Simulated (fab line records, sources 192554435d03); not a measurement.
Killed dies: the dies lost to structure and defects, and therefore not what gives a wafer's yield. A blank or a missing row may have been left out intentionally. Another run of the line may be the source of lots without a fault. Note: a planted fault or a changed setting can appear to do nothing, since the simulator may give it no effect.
Which tool did it? + flow n5 finfet + 12 lots, 36 wafers sampled, at 1 step of a route of 1938

## WHAT EACH GAUGE READ, for each wafer
N5_BEOL_M4_CD_MEAS_18: pitch 36 nm, target cd 18 nm.
| lot  | measured     | on        | cd nm (nm)     |
|------|--------------|-----------|----------------|
| L075 | day 8 04:47  | cd sem-02 | 18.1 18.2 18.3 |
| L076 | day 8 10:28  | cd sem-03 | 18.4 18.5 18.2 |
| L079 | day 8 19:46  | cd sem-03 | 17.8 18.0 17.7 |
| L082 | day 9 18:07  | cd sem-01 | 18.0 18.3 18.2 |
| L083 | day 9 19:31  | cd sem-01 | 18.3 18.2 18.0 |
| L085 | day 10 17:34 | cd sem-03 | 18.0 18.2 17.9 |
| L088 | day 11 09:03 | cd sem-01 | 18.6 18.2 17.6 |
| L089 | day 11 14:50 | cd sem-03 | 17.5 18.0 18.0 |
| L092 | day 11 21:52 | cd sem-03 | 17.1 18.1 17.9 |
| L093 | day 12 19:03 | cd sem-02 | 18.3 17.6 17.8 |
| L096 | day 13 11:34 | cd sem-03 | 18.4 18.3 17.6 |
| L097 | day 13 13:41 | cd sem-02 | 18.0 18.3 18.4 |

## TOOL THAT RAN EACH LOT (tool first, then ch and the chambers of the sampled wafers, then the start)
No process step before these readings appears in the record.

## THE ANSWER, worked out from the rows above alone
Rule: what is usual is taken from the lots themselves. Put in order of their means at a reading, lots are off if they are a third of the lots or fewer, leave a main group of 4 or more, and stand apart from it by a gap of 3 or more times the standard deviation of the main group's means; of several such gaps the widest counts. The tables above print the reading to a certain number of digits; a main group whose means all agree to those digits is not used. A lot without any number at a reading at which 4 lots or more have one is off too. The other lots that the step has rows for count as sound.
No lot is off at any reading shown: from this, nothing can be told.

## WHAT THE SIMULATOR HAD INSERTED
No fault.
